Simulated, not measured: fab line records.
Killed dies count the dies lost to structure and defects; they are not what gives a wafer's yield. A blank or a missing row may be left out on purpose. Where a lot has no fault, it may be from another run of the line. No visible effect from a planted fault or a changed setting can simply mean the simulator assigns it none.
One fault seen from 2 desks || flow n5Finfet || what lay behind the numbers comes last; until then each desk has only its own

FROM THE METROLOGY DESK
What the gauges read, lot by lot, whatever tool the lot ran on: means of the sampled wafers that have a number. If a lot's mean is further than 4 standard deviations from the usual mean, the lot is out of limits and carries the mark OUT (the distance appears in the brackets). Shown are 7 of the 11 readings it has, namely the first that went out of limits plus those furthest out on some lot.
Columns: A = trenchDepthNm at N5_STI_FIN_REVEAL_FIN_H_MEAS_10, usual 51.7 nm; B = DIBL_P at N5_BEOL_M4_RC_MEAS_101, usual 36 mV/V; C = IOFF_P at N5_BEOL_M4_RC_MEAS_101, usual 0.21 nA/um; D = ION_N at N5_BEOL_M4_RC_MEAS_101, usual 674 uA/um; E = ION_P at N5_BEOL_M4_RC_MEAS_101, usual 462 uA/um; F = SS_P at N5_BEOL_M4_RC_MEAS_101, usual 73.2 mV/dec; G = VT_P at N5_BEOL_M4_RC_MEAS_101, usual -250 mV
{"lot": "L352", "first seen here": "day 2 19:07", "A": 50.6, "B": 36, "C": 0.21, "D": 660, "E": 462, "F": 72.8, "G": -247}
{"lot": "L356", "first seen here": "day 3 18:33", "A": 51.5, "B": 38, "C": 0.24, "D": 678, "E": 461, "F": 74.0, "G": -248}
{"lot": "L357", "first seen here": "day 4 03:14", "A": 51.9, "B": 34, "C": 0.16, "D": 668, "E": 451, "F": 72.9, "G": -254}
{"lot": "L359", "first seen here": "day 4 12:11", "A": 50.8, "B": 34, "C": 0.16, "D": 655, "E": 446, "F": 72.8, "G": -256}
{"lot": "L362", "first seen here": "day 5 09:53", "A": 51.0, "B": 35, "C": 0.22, "D": 663, "E": 462, "F": 72.8, "G": -249}
{"lot": "L363", "first seen here": "day 5 14:46", "A": 51.7, "B": 34, "C": 0.17, "D": 664, "E": 458, "F": 72.4, "G": -254}
{"lot": "L367", "first seen here": "day 6 12:44", "A": 50.9, "B": 34, "C": 0.17, "D": 662, "E": 455, "F": 73.2, "G": -254}
{"lot": "L370", "first seen here": "day 7 07:50", "A": "60.9 (+11) OUT", "B": 37, "C": 0.22, "D": 669, "E": 457, "F": 73.5, "G": -250}
{"lot": "L372", "first seen here": "day 7 18:37", "A": "64.2 (+15) OUT", "B": 40, "C": 0.31, "D": 680, "E": 468, "F": 74.5, "G": -244}
{"lot": "L373", "first seen here": "day 8 00:58", "A": "65.9 (+17) OUT", "B": 36, "C": 0.21, "D": 688, "E": 467, "F": 73.1, "G": -249}
This desk finds L370, L372, L373 out of limits, L370 being first, at day 7 07:50 (trenchDepthNm at N5_STI_FIN_REVEAL_FIN_H_MEAS_10). In limits: L352, L356, L357, L359, L362, L363, L367.

DESK OF THE TOOL OWNER: vaporEtch-02
The tool's own readings at N5_STI_FIN_REVEAL_RECESS_09 (chemistry HF/NH3, target SiO2, afs cycles 11, target depth 42.5 nm, sublimation time 60 s): means of the sampled wafers that have a number, for each lot that ran on this tool. If a lot's mean is further than 4 standard deviations from the usual mean, the lot is out of limits and carries the mark OUT (the distance appears in the brackets).
Columns: A = drypumpMotorCurrentA at N5_STI_FIN_REVEAL_RECESS_09, usual 5.6 A; B = sublimationTempC at N5_STI_FIN_REVEAL_RECESS_09, usual 180.02 C
{"lot": "L357", "first seen here": "day 4 00:29", "A": 5.7, "B": 179.95}
{"lot": "L363", "first seen here": "day 5 12:02", "A": 5.3, "B": 180.09}
{"lot": "L367", "first seen here": "day 6 10:34", "A": 5.7, "B": 180.17}
{"lot": "L370", "first seen here": "day 7 05:08", "A": 5.7, "B": 179.96}
{"lot": "L372", "first seen here": "day 7 15:54", "A": 5.0, "B": 179.92}
{"lot": "L373", "first seen here": "day 7 22:16", "A": 6.0, "B": 180.31}
Result from this desk: across the 6 lots, nothing is out of limits.

PUT TOGETHER
Metrology desk: alarm possible at day 7 07:50 on L370, L372, L373.
The desk of the tool owner found nothing out of limits.
Tool owner's desk: L370, L372, L373 on record, inside its limits.
The lots listed all ran N5_STI_FIN_REVEAL_RECESS_09 on vaporEtch-02.

WHAT THE SIMULATOR HAD PUT IN
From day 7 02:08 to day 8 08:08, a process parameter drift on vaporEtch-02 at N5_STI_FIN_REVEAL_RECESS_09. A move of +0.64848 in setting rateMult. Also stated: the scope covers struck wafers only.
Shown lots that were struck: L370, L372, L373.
Per desk, hours elapsed from the start of the fault to the first reading out of limits: for the metrology desk, 6.
